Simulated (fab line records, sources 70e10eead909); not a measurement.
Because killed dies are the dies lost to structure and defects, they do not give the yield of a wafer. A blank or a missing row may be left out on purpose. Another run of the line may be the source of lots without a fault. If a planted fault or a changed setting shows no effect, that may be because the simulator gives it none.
Chamber matching    flow nandHarc    4 sister chambers for NHARC_A_STAIRCASE_TRIM_20 on rieDiel-13
The step chemistry O2, time 211.2 s. 8 wafers are shown with their chamber, then 7 later ones without.

== WAFERS PAIRED WITH THEIR CHAMBERS ==
wafer   chamber  drypumpMotorCurrentA (A)  showerheadPlenumPTorr (Torr)
L078.5  0        5.3                       3.33
L084.1  3        5.7                       3.46
L084.6  2        5.7                       3.47
L088.2  1        5.5                       3.40
L088.3  2        5.6                       3.46
L088.5  3        5.7                       3.45
L091.2  0        5.3                       3.30
L091.4  1        5.6                       3.40

== WAFERS WITH NO CHAMBER GIVEN ==
wafer   drypumpMotorCurrentA (A)  showerheadPlenumPTorr (Torr)
L091.6  5.3                       3.30
L094.1  5.7                       3.44
L094.4  5.6                       3.46
L094.5  5.3                       3.30
L095.2  5.5                       3.39
L095.5  5.3                       3.30
L095.6  5.6                       3.39

== EACH ONE'S CHAMBER ==
wafer   from the rows above      in truth
L091.6  0                        0
L094.1  can't be placed: 3 or 2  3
L094.4  can't be placed: 2 or 3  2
L094.5  0                        0
L095.2  1                        1
L095.5  0                        0
L095.6  1                        1
5 of 7 placed correctly. Can't be placed from these rows: 2 (the true chamber is among the candidates in 2). Wrongly placed: 0.
How it was worked out, from the rows above alone: a wafer's distance from a chamber is the root of the sum, over the readings, of the square of ((its reading less the chamber's mean) divided by the reading's scatter). The wafer belongs to the nearest chamber; if the next one is less than 2 further off, it can't be placed. Each chamber's mean is taken over the wafers shown for it. The scatter is the square root of a quotient: the sum, over the shown wafers, of each reading's squared deviation from its chamber's mean, divided by wafers minus chambers.
